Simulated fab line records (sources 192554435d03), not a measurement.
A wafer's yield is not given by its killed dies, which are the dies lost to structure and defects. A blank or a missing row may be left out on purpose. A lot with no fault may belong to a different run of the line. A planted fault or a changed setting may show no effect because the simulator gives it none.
Matching of chambers / flow n5Finfet / N5_GATE_CUT_STRIP_41 on rieDiel-04: 4 sister chambers
The step strips in CF4. 16 wafers are shown with their chamber, then 8 later ones without.

## EACH WAFER AND ITS CHAMBER
wafer=L075.1; chamber=3; showerheadPlenumPTorr (Torr)=1.86; drypumpMotorCurrentA (A)=5.9; throttleValvePct (%)=13.51
wafer=L075.3; chamber=2; showerheadPlenumPTorr (Torr)=1.80; drypumpMotorCurrentA (A)=5.4; throttleValvePct (%)=13.57
wafer=L075.5; chamber=1; showerheadPlenumPTorr (Torr)=1.87; drypumpMotorCurrentA (A)=6.0; throttleValvePct (%)=13.59
wafer=L076.1; chamber=0; showerheadPlenumPTorr (Torr)=1.72; drypumpMotorCurrentA (A)=6.3; throttleValvePct (%)=13.95
wafer=L076.4; chamber=2; showerheadPlenumPTorr (Torr)=1.80; drypumpMotorCurrentA (A)=5.4; throttleValvePct (%)=13.57
wafer=L076.5; chamber=0; showerheadPlenumPTorr (Torr)=1.72; drypumpMotorCurrentA (A)=6.3; throttleValvePct (%)=13.94
wafer=L078.1; chamber=0; showerheadPlenumPTorr (Torr)=1.72; drypumpMotorCurrentA (A)=6.3; throttleValvePct (%)=13.96
wafer=L078.5; chamber=2; showerheadPlenumPTorr (Torr)=1.80; drypumpMotorCurrentA (A)=5.4; throttleValvePct (%)=13.59
wafer=L078.6; chamber=3; showerheadPlenumPTorr (Torr)=1.86; drypumpMotorCurrentA (A)=5.9; throttleValvePct (%)=13.52
wafer=L081.1; chamber=3; showerheadPlenumPTorr (Torr)=1.85; drypumpMotorCurrentA (A)=5.9; throttleValvePct (%)=13.54
wafer=L081.3; chamber=2; showerheadPlenumPTorr (Torr)=1.80; drypumpMotorCurrentA (A)=5.4; throttleValvePct (%)=13.60
wafer=L081.5; chamber=2; showerheadPlenumPTorr (Torr)=1.80; drypumpMotorCurrentA (A)=5.4; throttleValvePct (%)=13.59
wafer=L082.2; chamber=3; showerheadPlenumPTorr (Torr)=1.85; drypumpMotorCurrentA (A)=5.9; throttleValvePct (%)=13.55
wafer=L082.3; chamber=0; showerheadPlenumPTorr (Torr)=1.72; drypumpMotorCurrentA (A)=6.3; throttleValvePct (%)=13.97
wafer=L082.5; chamber=3; showerheadPlenumPTorr (Torr)=1.85; drypumpMotorCurrentA (A)=6.0; throttleValvePct (%)=13.57
wafer=L083.2; chamber=0; showerheadPlenumPTorr (Torr)=1.72; drypumpMotorCurrentA (A)=6.3; throttleValvePct (%)=13.96

SIGNATURES (averages over the wafers above)
reading=showerheadPlenumPTorr; chamber 0=1.7200; chamber 1=1.8700; chamber 2=1.8000; chamber 3=1.8540; scatter within a chamber=0.00316
reading=drypumpMotorCurrentA; chamber 0=6.300; chamber 1=6.000; chamber 2=5.400; chamber 3=5.920; scatter within a chamber=0.0258
reading=throttleValvePct; chamber 0=13.9560; chamber 1=13.5900; chamber 2=13.5840; chamber 3=13.5380; scatter within a chamber=0.0171
Rule: distance of a wafer from a chamber = root of the sum over the readings of ((wafer's reading minus chamber's mean) / reading's scatter) squared. If the next closest chamber is less than 2 further off than the closest, the wafer can't be placed; otherwise it belongs to the closest. The scatter: the root of (the sum of the squares of (reading less its chamber's mean) over the shown wafers, divided by (wafers less chambers)).

## WAFERS WITHOUT THEIR CHAMBER
wafer=L083.3; showerheadPlenumPTorr (Torr)=1.86; drypumpMotorCurrentA (A)=6.0; throttleValvePct (%)=13.63
wafer=L083.6; showerheadPlenumPTorr (Torr)=1.86; drypumpMotorCurrentA (A)=6.0; throttleValvePct (%)=13.61
wafer=L087.2; showerheadPlenumPTorr (Torr)=1.79; drypumpMotorCurrentA (A)=5.4; throttleValvePct (%)=13.62
wafer=L087.3; showerheadPlenumPTorr (Torr)=1.86; drypumpMotorCurrentA (A)=6.0; throttleValvePct (%)=13.65
wafer=L087.5; showerheadPlenumPTorr (Torr)=1.72; drypumpMotorCurrentA (A)=6.3; throttleValvePct (%)=13.97
wafer=L091.1; showerheadPlenumPTorr (Torr)=1.71; drypumpMotorCurrentA (A)=6.3; throttleValvePct (%)=13.99
wafer=L091.3; showerheadPlenumPTorr (Torr)=1.85; drypumpMotorCurrentA (A)=5.9; throttleValvePct (%)=13.60
wafer=L091.6; showerheadPlenumPTorr (Torr)=1.86; drypumpMotorCurrentA (A)=6.0; throttleValvePct (%)=13.64

## WHICH CHAMBER EACH ONE RAN IN
wafer=L083.3; from the rows above=1; in truth=1
wafer=L083.6; from the rows above=1; in truth=1
wafer=L087.2; from the rows above=2; in truth=2
wafer=L087.3; from the rows above=1; in truth=1
wafer=L087.5; from the rows above=0; in truth=0
wafer=L091.1; from the rows above=0; in truth=0
wafer=L091.3; from the rows above=3; in truth=3
wafer=L091.6; from the rows above=1; in truth=1
Correctly placed: 8 of 8. From these rows, 0 cannot be placed. Number placed wrongly: 0.
